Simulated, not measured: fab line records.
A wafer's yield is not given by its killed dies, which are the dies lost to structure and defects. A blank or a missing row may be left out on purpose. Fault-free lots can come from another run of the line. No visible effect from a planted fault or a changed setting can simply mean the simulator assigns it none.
Split-lot experiment + flow n5Finfet + on a route of 1938 steps: 7 lots, 39 wafers read

== THE SPLIT ==
At N5_SD_EPI_N_ETCH_16 (etches SiO2 in CHF3/O2, target depth 5 nm), the setting targetDepthA was moved away from the recipe's 50 angstrom on 12 of the 39 wafers read, by -44.6% to +48.1%. For the rest of the wafers, this setting stayed at what the recipe calls for.

The reading comes from the split's own step.

== THE READING ==
etch.depthNm (the simulator's own value, which no gauge read), in nm, at N5_SD_EPI_N_ETCH_16 (etches SiO2 in CHF3/O2, target depth 5 nm). No usual value for it is given in the file. Average 4.942 nm, standard deviation 0.12 nm, over the 27 wafers here run with the recipe.

| wafer  | tool, chamber at the split | targetDepthA as run, angstrom | against the recipe | etch.depthNm, nm | against lot-mates on the recipe |
|--------|----------------------------|-------------------------------|--------------------|------------------|---------------------------------|
| L076.1 | rieDiel-06, 3              | 50                            | recipe             | 4.865            | -                               |
| L076.2 | rieDiel-06, 2              | 50                            | recipe             | 5.055            | -                               |
| L076.3 | rieDiel-06, 1              | 50                            | recipe             | 4.832            | -                               |
| L076.4 | rieDiel-06, 1              | 50                            | recipe             | 4.838            | -                               |
| L076.5 | rieDiel-06, 2              | 50                            | recipe             | 5.1              | -                               |
| L076.6 | rieDiel-06, 3              | 50                            | recipe             | 4.91             | -                               |
| L086.1 | rieDiel-06, 2              | 50                            | recipe             | 5.03             | -                               |
| L086.2 | rieDiel-06, 3              | 50                            | recipe             | 4.88             | -                               |
| L086.3 | rieDiel-06, 0              | 50                            | recipe             | 4.774            | -                               |
| L086.4 | rieDiel-06, 1              | 50                            | recipe             | 5.068            | -                               |
| L086.5 | rieDiel-06, 3              | 50                            | recipe             | 4.905            | -                               |
| L086.6 | rieDiel-06, 2              | 50                            | recipe             | 5.023            | -                               |
| L090.1 | rieDiel-06, 0              | 67.46                         | +34.9%             | 6.49             | +1.506                          |
| L090.2 | rieDiel-06, 1              | 67.46                         | +34.9%             | 6.845            | +1.861                          |
| L090.3 | rieDiel-06, 2              | 67.46                         | +34.9%             | 6.792            | +1.808                          |
| L090.4 | rieDiel-06, 1              | 50                            | recipe             | 5.053            | -                               |
| L090.5 | rieDiel-06, 2              | 50                            | recipe             | 5.091            | -                               |
| L090.6 | rieDiel-06, 0              | 50                            | recipe             | 4.807            | -                               |
| L091.1 | rieDiel-03, 0              | 74.06                         | +48.1%             | 7.403            | +2.520                          |
| L091.2 | rieDiel-03, 3              | 50                            | recipe             | 4.777            | -                               |
| L091.3 | rieDiel-03, 1              | 74.06                         | +48.1%             | 7.192            | +2.309                          |
| L091.4 | rieDiel-03, 2              | 50                            | recipe             | 4.909            | -                               |
| L091.5 | rieDiel-03, 3              | 74.06                         | +48.1%             | 7.074            | +2.191                          |
| L091.6 | rieDiel-03, 0              | 50                            | recipe             | 4.962            | -                               |
| L094.1 | rieDiel-06, 3              | 50                            | recipe             | 5.001            | -                               |
| L094.2 | rieDiel-06, 1              | 27.7                          | -44.6%             | 2.854            | -2.018                          |
| L094.3 | rieDiel-06, 0              | 50                            | recipe             | 4.803            | -                               |
| L094.4 | rieDiel-06, 2              | 27.7                          | -44.6%             | 2.824            | -2.048                          |
| L094.5 | rieDiel-06, 0              | 50                            | recipe             | 4.812            | -                               |
| L094.6 | rieDiel-06, 3              | 27.7                          | -44.6%             | 2.725            | -2.147                          |
| L095.1 | rieDiel-03, 0              | 50                            | recipe             | 5.094            | -                               |
| L095.2 | rieDiel-03, 2              | 50                            | recipe             | 4.941            | -                               |
| L095.3 | rieDiel-03, 1              | 32.99                         | -34.0%             | 3.22             | -1.769                          |
| L095.4 | rieDiel-03, 3              | 32.99                         | -34.0%             | 3.207            | -1.782                          |
| L095.5 | rieDiel-03, 1              | 50                            | recipe             | 4.931            | -                               |
| L095.6 | rieDiel-03, 2              | 32.99                         | -34.0%             | 3.263            | -1.726                          |
| L096.1 | rieDiel-02, 3              | 50                            | recipe             | 5.158            | -                               |
| L096.4 | rieDiel-02, 1              | 50                            | recipe             | 5.045            | -                               |
| L096.5 | rieDiel-02, 0              | 50                            | recipe             | 4.762            | -                               |

FIT RESULTS
A straight line over all 39 wafers: etch.depthNm changes by +0.0487 nm for each +1% of targetDepthA; r = +0.99; the points scatter about the line by 0.12 nm.
The same after taking each lot's own level away (the mean of its wafers on the recipe; 39 wafers): +0.0487 nm for each +1%; r = +0.99; scatter 0.12 nm.
The reading moves by 2.3 nm for the largest change in targetDepthA, on that fit.
The span of the lots' own levels, 4.8720 to 4.9887 nm, comes to 1.0 times the standard deviation stated above.
The two slopes are in agreement: the lot-to-lot level therefore moves the slope only a little.
Check: +2.31 nm against its lot-mates is what the line predicts for one of the wafers moved furthest among these (+48.1%) when that wafer is left out of the fit. It came out at +2.52 nm against them.

== ADDITIONAL SPLITS CARRIED BY THESE WAFERS ==
These wafers also went through other splits before the reading. Each is held against what the fit with the lots' levels taken away leaves over:
| other split on the same wafers   | wafers away from the commonest value | r with etch.depthNm (lot level and that fit taken away) |
|----------------------------------|--------------------------------------|---------------------------------------------------------|
| N5_ZERO_LAYER_PECVD_02 timeS     | 18                                   | +0.10                                                   |
| N5_FIN_SAQP_HM_DEP_72 targetThkA | 15                                   | -0.23                                                   |

== FILE'S OWN FIT ==
etch.depthNm changes by +0.0487 nm for each +1% of targetDepthA, r = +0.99.
